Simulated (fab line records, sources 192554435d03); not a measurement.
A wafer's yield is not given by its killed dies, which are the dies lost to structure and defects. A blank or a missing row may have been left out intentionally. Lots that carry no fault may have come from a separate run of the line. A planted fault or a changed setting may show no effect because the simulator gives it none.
The tool behind it: which one? -- flow n5-finfet -- 11 lots with 33 wafers sampled at 4 steps, on a route of 1938 steps

WHAT THE GAUGES SHOWED, per wafer
N5_BEOL_M5_OVL_MEAS_12.
lot,measured,on,M5_OVL (nm)
L183,day 8 10:55,overlay-01,0.0 -0.5 -1.3
L185,day 8 13:54,overlay-01,-1.1 0.1 -0.7
L186,day 9 00:56,overlay-02,-0.2 0.4 -0.4
L188,day 9 13:32,overlay-01,0.1 -0.6 1.1
L194,day 11 10:43,overlay-01,6.6 7.2 6.0
L195,day 11 14:15,overlay-01,7.1 7.2 6.9
L196,day 11 16:45,overlay-02,7.9 6.6 7.6
L200,day 11 19:20,overlay-01,-0.3 0.2 -0.5
L199,day 12 00:52,overlay-01,-0.4 0.1 0.0
L201,day 12 20:55,overlay-01,0.4 -0.1 -0.3
L206,day 14 00:55,overlay-02,-1.3 -1.5 -1.2

WHICH TOOL RAN EACH LOT (tool, then ch and the chambers of the sampled wafers, then the start)
lot,N5_BEOL_M4_PRE_CLEAN_60,N5_BEOL_M5_PECVD_70,N5_BEOL_M5_EXPOSE_08
L183,"cvd-co-02 ch 0,1,2, day 8 07:40","pecvd-04 ch 0,1, day 8 09:32","euv-scanner-02 ch 0, day 8 10:46"
L185,"cvd-co-02 ch 0,2, day 8 10:41","pecvd-04 ch 0,1,2, day 8 12:32","euv-scanner-02 ch 0, day 8 13:44"
L186,"cvd-co-02 ch 0,1,2, day 8 21:34","pecvd-02 ch 0,1,2, day 8 23:25","euv-scanner-01 ch 0, day 9 00:46"
L188,"cvd-co-01 ch 0,2, day 9 09:36","pecvd-04 ch 0,2, day 9 11:32","euv-scanner-01 ch 0, day 9 13:22"
L194,"cvd-co-02 ch 0,1,2, day 11 06:35","pecvd-04 ch 0,1, day 11 08:29","euv-scanner-01 ch 0, day 11 10:33"
L195,"cvd-co-01 ch 0,1,2, day 11 10:46","pecvd-04 ch 0,1, day 11 13:01","euv-scanner-01 ch 0, day 11 14:05"
L196,"cvd-co-01 ch 0,1,2, day 11 14:16","pecvd-03 ch 0,1, day 11 16:07","euv-scanner-01 ch 0, day 11 16:35"
L200,"cvd-co-01 ch 0,1,2, day 11 16:23","pecvd-04 ch 0,1, day 11 18:31","euv-scanner-02 ch 0, day 11 19:10"
L199,"cvd-co-01 ch 0,1,2, day 11 19:19","pecvd-03 ch 1,2, day 11 21:10","euv-scanner-02 ch 0, day 12 00:42"
L201,"cvd-co-01 ch 0,2, day 12 17:53","pecvd-04 ch 0,2, day 12 19:44","euv-scanner-02 ch 0, day 12 20:45"
L206,"cvd-co-02 ch 0,1, day 13 21:53","pecvd-04 ch 0,1,2, day 13 23:45","euv-scanner-02 ch 0, day 14 00:45"
- N5_BEOL_M4_PRE_CLEAN_60: time 15 s.
- N5_BEOL_M5_PECVD_70: deposits SiO2 from TEOS/O2, target thk 16 nm, time 18 s.
- N5_BEOL_M5_EXPOSE_08: exposes mask M5, target cd 28 nm.

THE ANSWER, worked out from the rows above alone
Rule: the usual values come from the lots themselves. Put in order of their means at a reading, lots are off if they are a third of the lots or fewer, leave a main group of 4 or more, and stand apart from it by a gap of 3 or more times the standard deviation of the main group's means; of several such gaps the widest counts. Not used: any main group whose means are identical at the precision the tables above print for the reading. A lot without any number at a reading at which 4 lots or more have one is off too. Any other lot the step has rows for is counted as sound.
Off: L194, L195, L196, seen at N5_BEOL_M5_OVL_MEAS_12 (M5_OVL). The main group has a mean of -0.3 nm with a standard deviation of 0.46.
If a tool, at a process step before that reading, ran all the lots that are off and no sound lot after the first of them, it fits. Gauges at N5_BEOL_M5_OVL_MEAS_12: tried the same way as those tools. One fits: N5_BEOL_M5_EXPOSE_08 on euv-scanner-01. Its last sound lot is L188 (day 9 13:22), its first lot that is off L194 (day 11 10:33): a fault that began between those two fits.

WHAT THE SIMULATOR PUT IN
Scanner matching overlay: euv-scanner-01, from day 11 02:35 on, at N5_BEOL_M5_EXPOSE_08. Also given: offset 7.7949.
Lots struck among those shown: L194, L195, L196. Same finding as the rule above.
